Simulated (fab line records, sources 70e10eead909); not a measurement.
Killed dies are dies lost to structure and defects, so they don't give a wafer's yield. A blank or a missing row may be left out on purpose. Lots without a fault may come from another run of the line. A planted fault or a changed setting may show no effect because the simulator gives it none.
Chamber matching | flow nand_harc | NHARC_P_M0_STRIP_18 on rie_diel-08: 4 sister chambers
The step strips in N2/H2. 20 wafers are shown with their chamber, then 10 later ones without.

WAFERS WITH THEIR CHAMBER
wafer  | chamber | oes_product_au (a.u.) | throttle_valve_pct (%) | rf_vpp_V (V)
L079.4 | 3       | 1.011                 | 14.155                 | 88.3
L079.5 | 2       | 1.003                 | 14.166                 | 91.5
L079.6 | 1       | 0.999                 | 14.169                 | 91.3
L080.4 | 2       | 0.998                 | 14.177                 | 90.6
L080.5 | 1       | 1.009                 | 14.160                 | 89.2
L080.6 | 3       | 1.014                 | 14.164                 | 92.6
L085.1 | 2       | 1.006                 | 14.166                 | 92.2
L085.2 | 0       | 0.998                 | 14.170                 | 91.6
L085.5 | 2       | 0.999                 | 14.174                 | 90.6
L086.3 | 2       | 1.004                 | 14.184                 | 90.3
L086.4 | 3       | 1.006                 | 14.169                 | 90.7
L086.5 | 1       | 1.017                 | 14.168                 | 90.1
L087.1 | 3       | 1.007                 | 14.169                 | 89.3
L087.2 | 2       | 0.998                 | 14.167                 | 91.0
L087.6 | 2       | 0.993                 | 14.173                 | 89.3
L088.1 | 0       | 0.992                 | 14.169                 | 90.8
L088.5 | 1       | 1.003                 | 14.171                 | 90.2
L088.6 | 0       | 0.994                 | 14.180                 | 90.8
L089.1 | 1       | 0.997                 | 14.180                 | 90.2
L089.4 | 3       | 1.008                 | 14.158                 | 91.1

SIGNATURES (means of the wafers above)
reading            | chamber 0 | chamber 1 | chamber 2 | chamber 3 | scatter within a chamber
oes_product_au     | 0.99467   | 1.00500   | 1.00014   | 1.00920   | 0.00527
throttle_valve_pct | 14.17300  | 14.16960  | 14.17243  | 14.16300  | 0.00667
rf_vpp_V           | 91.067    | 90.200    | 90.786    | 90.400    | 1.08
Rule: a wafer's distance from a chamber is the root of the sum, over the readings, of the square of ((its reading less the chamber's mean) divided by the reading's scatter). The wafer belongs to the nearest chamber; if the next one is less than 2 further off, it can't be placed. The scatter: the root of (the sum of the squares of (reading less its chamber's mean) over the shown wafers, divided by (wafers less chambers)).

WAFERS WITHOUT THEIR CHAMBER
wafer  | oes_product_au (a.u.) | throttle_valve_pct (%) | rf_vpp_V (V)
L089.5 | 0.985                 | 14.171                 | 90.5
L090.1 | 1.007                 | 14.177                 | 91.1
L090.5 | 0.986                 | 14.165                 | 90.5
L090.6 | 0.997                 | 14.173                 | 90.7
L092.1 | 1.008                 | 14.164                 | 90.7
L092.3 | 0.995                 | 14.168                 | 90.2
L092.5 | 0.995                 | 14.167                 | 90.8
L097.1 | 1.003                 | 14.181                 | 90.6
L097.2 | 0.995                 | 14.160                 | 91.1
L097.3 | 0.998                 | 14.176                 | 90.3

WHICH CHAMBER EACH WENT THROUGH
wafer  | from the rows above               | in truth
L089.5 | can't be placed: 0 or 2 or 1      | 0
L090.1 | can't be placed: 1 or 2 or 3 or 0 | 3
L090.5 | can't be placed: 0 or 2 or 1      | 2
L090.6 | can't be placed: 0 or 2 or 1      | 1
L092.1 | can't be placed: 3 or 1 or 2      | 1
L092.3 | can't be placed: 0 or 2 or 1 or 3 | 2
L092.5 | can't be placed: 0 or 2 or 1 or 3 | 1
L097.1 | can't be placed: 2 or 1 or 0 or 3 | 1
L097.2 | can't be placed: 0 or 2 or 1 or 3 | 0
L097.3 | can't be placed: 2 or 0 or 1      | 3
Placed correctly: 0 of 10. Can't be placed from these rows: 10 (the true chamber is among the candidates in 9). Placed wrongly: 0.
